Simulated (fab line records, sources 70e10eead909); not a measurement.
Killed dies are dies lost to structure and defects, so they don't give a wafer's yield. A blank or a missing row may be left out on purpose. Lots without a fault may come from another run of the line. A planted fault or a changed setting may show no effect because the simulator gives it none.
Which tool did it? | flow nand_harc | 14 lots, 40 wafers sampled, at 5 steps of a route of 1159

WHAT THE GAUGES READ, wafer by wafer
NHARC_THIN_TSV_CD_MEAS_33: target cd 5000 nm.
lot  | measured     | on        | cd_nm (nm)
L701 | day 19 15:57 | cd_sem-03 | 5001.5 5002.3 5001.4
L702 | day 20 04:47 | cd_sem-02 | 4999.3 5000.9 4996.9
L704 | day 19 23:42 | cd_sem-03 | 5002.3 5000.0 4998.9
L703 | day 19 22:35 | cd_sem-03 | 4999.4 4999.6 4999.8
L705 | day 20 22:52 | cd_sem-01 | 5002.3 4999.4 5001.5
L706 | day 20 13:31 | cd_sem-03 | 4998.1 5003.4 5001.4
L707 | day 21 10:31 | cd_sem-01 | 5003.4 5001.0 5001.4
L712 | day 21 20:48 | cd_sem-01 | 5002.1
L710 | day 21 19:42 | cd_sem-01 | 5004.0
L718 | day 23 04:46 | cd_sem-02 | 4997.9 4997.2 4997.5
L719 | day 23 10:13 | cd_sem-03 | 4999.7 5000.4 4998.1
L720 | day 23 18:10 | cd_sem-03 | 5000.3 5000.5 4999.6
L722 | day 24 12:23 | cd_sem-01 | 5001.0 5000.4 4999.7
L724 | day 24 13:31 | cd_sem-02 | 4996.9 4999.4 5001.4

NHARC_END_SORT_01.
lot  | measured     | on        | killed_at_array | killed_at_other | killed_at_periphery | killed_dies | killed_open | killed_short
L701 | day 20 03:33 | prober-01 | 18 21 18        | 0 0 3           | 2 5 3               | 20 26 24    | 3 1 2       | 2 2 3
L702 | day 20 17:59 | prober-02 | 16 25 24        | 0 0 0           | 6 6 3               | 22 31 27    | 4 6 3       | 2 3 2
L704 | day 20 16:45 | prober-01 | 15 23 14        | 0 0 1           | 4 3 4               | 19 26 19    | 2 3 2       | 3 1 3
L703 | day 20 11:52 | prober-02 | 17 21 23        | 1 0 0           | 8 9 9               | 26 30 32    | 2 3 5       | 0 0 1
L705 | day 21 10:34 | prober-01 | 34 27 19        | 2 1 1           | 3 7 6               | 39 35 26    | 4 4 3       | 4 4 0
L706 | day 21 00:33 | prober-01 | 23 27 30        | 0 0 0           | 4 5 5               | 27 32 35    | 3 5 4       | 2 1 2
L707 | day 21 21:05 | prober-02 | 18 18 11        | 0 0 0           | 4 0 2               | 22 18 13    | 4 5 3       | 2 1 3
L712 | day 22 04:23 | prober-01 | 38 677          | 0 0             | 2 0                 | 40 677      | 5 0         | 0 3
L710 | day 22 11:26 | prober-02 | 24 670          | 0 1             | 3 6                 | 27 677      | 3 6         | 1 0
L718 | day 23 19:26 | prober-02 | 34 37 37        | 0 0 0           | 2 8 2               | 36 45 39    | 7 5 4       | 1 3 5
L719 | day 23 17:34 | prober-01 | 48 44 48        | 0 0 0           | 4 2 1               | 52 46 49    | 3 2 1       | 2 1 4
L720 | day 24 09:18 | prober-01 | 16 13 14        | 0 0 0           | 2 1 2               | 18 14 16    | 2 1 1       | 3 4 1
L722 | day 24 22:44 | prober-02 | 50 33 57        | 1 3 2           | 2 3 2               | 53 39 61    | 3 2 5       | 2 3 1
L724 | day 25 00:58 | prober-01 | 28 46 39        | 2 0 2           | 5 1 3               | 35 47 44    | 6 2 5       | 3 3 1

WHICH TOOL RAN EACH LOT (tool, then ch and the chambers of the sampled wafers, then the start)
lot  | NHARC_A_SGD_CUT_DEP_00          | NHARC_THIN_TSV_CMP_21         | NHARC_THIN_TSV_ETCH_59
L701 | pecvd-02 ch 0,1,2, day 13 14:35 | cmp-04 ch 0,1, day 19 14:19   | rie_metal-02 ch 0,1, day 19 16:20
L702 | pecvd-04 ch 0,2, day 14 10:47   | cmp-02 ch 1,2,3, day 20 03:15 | rie_metal-02 ch 0,1, day 20 05:07
L704 | pecvd-02 ch 1,2, day 14 10:47   | cmp-02 ch 0,2,3, day 19 22:05 | rie_metal-01 ch 0,1, day 19 23:59
L703 | pecvd-03 ch 0,1,2, day 14 11:07 | cmp-01 ch 0,1,2, day 19 21:04 | rie_metal-02 ch 0,1, day 19 22:59
L705 | pecvd-03 ch 0,1,2, day 14 20:57 | cmp-01 ch 0,1, day 20 21:16   | rie_metal-02 ch 0,1, day 20 23:15
L706 | pecvd-02 ch 0,1,2, day 14 21:17 | cmp-04 ch 1,2,3, day 20 11:55 | rie_metal-01 ch 0,1, day 20 13:49
L707 | pecvd-02 ch 0,1, day 15 12:19   | cmp-04 ch 1,2,3, day 21 08:58 | rie_metal-02 ch 0,1, day 21 10:56
L712 | pecvd-02 ch 1, day 16 12:35     | cmp-02 ch 2, day 21 19:19     | rie_metal-03 ch 0, day 21 21:08
L710 | pecvd-02 ch 0,1, day 16 13:23   | cmp-01 ch 3, day 21 18:08     | rie_metal-01 ch 0, day 21 20:01
L718 | pecvd-03 ch 0,1,2, day 17 13:24 | cmp-02 ch 1,2,3, day 23 03:11 | rie_metal-03 ch 0,1, day 23 05:07
L719 | pecvd-04 ch 0,1, day 18 09:04   | cmp-04 ch 0,1,3, day 23 08:37 | rie_metal-03 ch 0,1, day 23 10:29
L720 | pecvd-03 ch 1,2, day 18 19:34   | cmp-01 ch 1,2,3, day 23 16:34 | rie_metal-03 ch 0,1, day 23 18:27
L722 | pecvd-04 ch 0,1,2, day 19 03:22 | cmp-04 ch 1,2,3, day 24 10:54 | rie_metal-01 ch 0,1, day 24 12:45
L724 | pecvd-03 ch 0,1,2, day 19 22:27 | cmp-02 ch 1,2,3, day 24 12:02 | rie_metal-01 ch 0,1, day 24 13:49
- NHARC_A_SGD_CUT_DEP_00: deposits SiNx, target thk 50 nm.
- NHARC_THIN_TSV_CMP_21: polishes, t overpolish 30 s, target thk 2000 nm.
- NHARC_THIN_TSV_ETCH_59: etches the open film in Cl2/BCl3, target depth 880 nm, time 138.1 s.

WHAT THE TOOLS THEMSELVES READ (means of the sampled wafers that have a number; where no wafer has one, the mark that the record gives instead)
NHARC_A_SGD_CUT_DEP_00.
lot  | tool     | heater_power_w (W)
L701 | pecvd-02 | 651
L702 | pecvd-04 | 733
L704 | pecvd-02 | 726
L703 | pecvd-03 | 765
L705 | pecvd-03 | 700
L706 | pecvd-02 | 665
L707 | pecvd-02 | 632
L712 | pecvd-02 | 670
L710 | pecvd-02 | 593
L718 | pecvd-03 | 715
L719 | pecvd-04 | 717
L720 | pecvd-03 | 717
L722 | pecvd-04 | 716
L724 | pecvd-03 | 696

NHARC_THIN_TSV_CMP_21.
lot  | tool   | motor_current_A (A) | overpolish_run_s (s)
L701 | cmp-04 | 12.1                | 29.997
L702 | cmp-02 | 11.2                | 29.994
L704 | cmp-02 | 12.0                | 30.003
L703 | cmp-01 | 13.0                | 30.001
L705 | cmp-01 | 13.3                | 30.001
L706 | cmp-04 | 13.4                | 30.009
L707 | cmp-04 | 13.2                | 30.006
L712 | cmp-02 | 11.5                | 29.984
L710 | cmp-01 | 10.9                | 30.000
L718 | cmp-02 | 11.5                | 29.997
L719 | cmp-04 | 13.1                | 29.996
L720 | cmp-01 | 11.8                | 29.996
L722 | cmp-04 | 13.0                | 30.007
L724 | cmp-02 | 11.8                | 29.999

NHARC_THIN_TSV_ETCH_59.
lot  | tool         | bias_w (W) | chamber_pressure_mTorr (mTorr) | drypump_motor_current_A (A) | oes_product_au (a.u.) | throttle_valve_pct (%)
L701 | rie_metal-02 | 100.2      | 9.994                          | 5.2                         | 1.006                 | 22.266
L702 | rie_metal-02 | 99.7       | 10.003                         | 5.2                         | 1.005                 | 22.260
L704 | rie_metal-01 | 100.1      | 10.006                         | 5.9                         | 0.999                 | 22.267
L703 | rie_metal-02 | 100.0      | 9.998                          | 5.2                         | 0.999                 | 22.269
L705 | rie_metal-02 | 100.0      | 10.000                         | 5.2                         | 1.004                 | 22.267
L706 | rie_metal-01 | 99.9       | 9.991                          | 5.8                         | 0.997                 | 22.264
L707 | rie_metal-02 | 99.9       | 9.999                          | 5.2                         | 1.003                 | 22.268
L712 | rie_metal-03 | 100.4      | 9.994                          | 5.9                         | 0.986                 | 22.258
L710 | rie_metal-01 | 100.3      | 9.999                          | 6.1                         | 0.995                 | 22.266
L718 | rie_metal-03 | 100.1      | 9.998                          | 5.8                         | 0.995                 | 22.271
L719 | rie_metal-03 | 100.4      | 10.002                         | 5.6                         | 0.990                 | 22.260
L720 | rie_metal-03 | 99.8       | 9.999                          | 5.6                         | 1.004                 | 22.267
L722 | rie_metal-01 | 99.7       | 9.996                          | 5.9                         | 1.014                 | 22.265
L724 | rie_metal-01 | 100.0      | 10.001                         | 6.0                         | 1.007                 | 22.268

THE ANSWER, worked out from the rows above alone
Rule: what is usual is taken from the lots themselves. Put in order of their means at a reading, lots are off if they are a third of the lots or fewer, leave a main group of 4 or more, and stand apart from it by a gap of 3 or more times the standard deviation of the main group's means; of several such gaps the widest counts. A main group whose means are all the same, to the digits that the tables above print for the reading, isn't used. A lot without any number at a reading at which 4 lots or more have one is off too. The other lots that the step has rows for count as sound. The gauges are gone through in route order, then the tools' own readings, and for those a lot's mean is taken as printed above. The first step at which some lot is off is used, and at that step the reading that is off furthest; a lot without a number counts as furthest.
Off: L712, L710, at NHARC_END_SORT_01 (killed_at_array). The main group: mean 27, standard deviation 11.
A tool fits if, at a process step before that reading, it ran every lot that is off, and no sound lot after the first of them. The gauges at NHARC_END_SORT_01 are tried like those tools. One fits: pecvd-02 at NHARC_A_SGD_CUT_DEP_00. Its last sound lot is L707 (day 15 12:19), its first lot that is off L712 (day 16 12:35): a fault that began between those two fits.

WHAT THE SIMULATOR HAD PUT IN
Process parameter drift: pecvd-02, from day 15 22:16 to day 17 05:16, at NHARC_A_SGD_CUT_DEP_00. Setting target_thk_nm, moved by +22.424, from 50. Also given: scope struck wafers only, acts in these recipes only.
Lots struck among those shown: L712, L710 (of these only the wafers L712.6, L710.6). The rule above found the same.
